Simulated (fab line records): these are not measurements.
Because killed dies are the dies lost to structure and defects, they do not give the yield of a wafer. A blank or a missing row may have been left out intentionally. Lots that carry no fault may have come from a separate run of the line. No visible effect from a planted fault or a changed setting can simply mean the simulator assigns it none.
Chamber matching ; flow n5 finfet ; N5_BEOL_M3_ILD_DEP_00 on pecvd-03: 3 sister chambers
The step deposits SiOC from DEMS/O2, target thk 79 nm, time 15.3 s. 6 wafers are shown with their chamber, then 12 later ones without.

== EACH WAFER AND ITS CHAMBER ==
wafer;chamber;throttle valve pct (%);heater power outer w (W)
L089.1;2;10.5;282
L089.2;1;12.7;233
L089.3;0;12.2;261
L089.4;1;12.9;242
L089.5;0;12.4;260
L089.6;2;10.9;280

== WAFERS WITH NO CHAMBER GIVEN ==
wafer;throttle valve pct (%);heater power outer w (W)
L090.1;12.8;261
L090.3;10.8;279
L090.4;12.6;256
L091.2;12.1;245
L091.3;10.6;297
L091.6;10.5;298
L092.3;12.2;273
L092.5;12.7;252
L092.6;12.2;268
L096.2;10.6;239
L096.3;13.1;208
L096.5;10.9;240

== EACH ONE'S CHAMBER ==
wafer;from the rows above;in truth
L090.1;0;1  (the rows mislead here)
L090.3;2;2
L090.4;0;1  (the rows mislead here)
L091.2;can't be placed: 1 or 0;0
L091.3;2;2
L091.6;2;2
L092.3;0;0
L092.5;can't be placed: 0 or 1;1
L092.6;0;0
L096.2;can't be placed: 0 or 1 or 2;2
L096.3;1;1
L096.5;can't be placed: 0 or 1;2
6 of 12 placed correctly. Can't be placed from these rows: 4 (the true chamber is among the candidates in 3). Wrongly placed: 2.
How it was worked out, from the rows above alone: a wafer's distance from a chamber is the root of the sum, over the readings, of the square of ((its reading less the chamber's mean) divided by the reading's scatter). If the next closest chamber is less than 2 further off than the closest, the wafer can't be placed; otherwise it belongs to the closest. Each chamber's mean is taken over the wafers shown for it. The scatter is the square root of a quotient: the sum, over the shown wafers, of each reading's squared deviation from its chamber's mean, divided by wafers minus chambers.
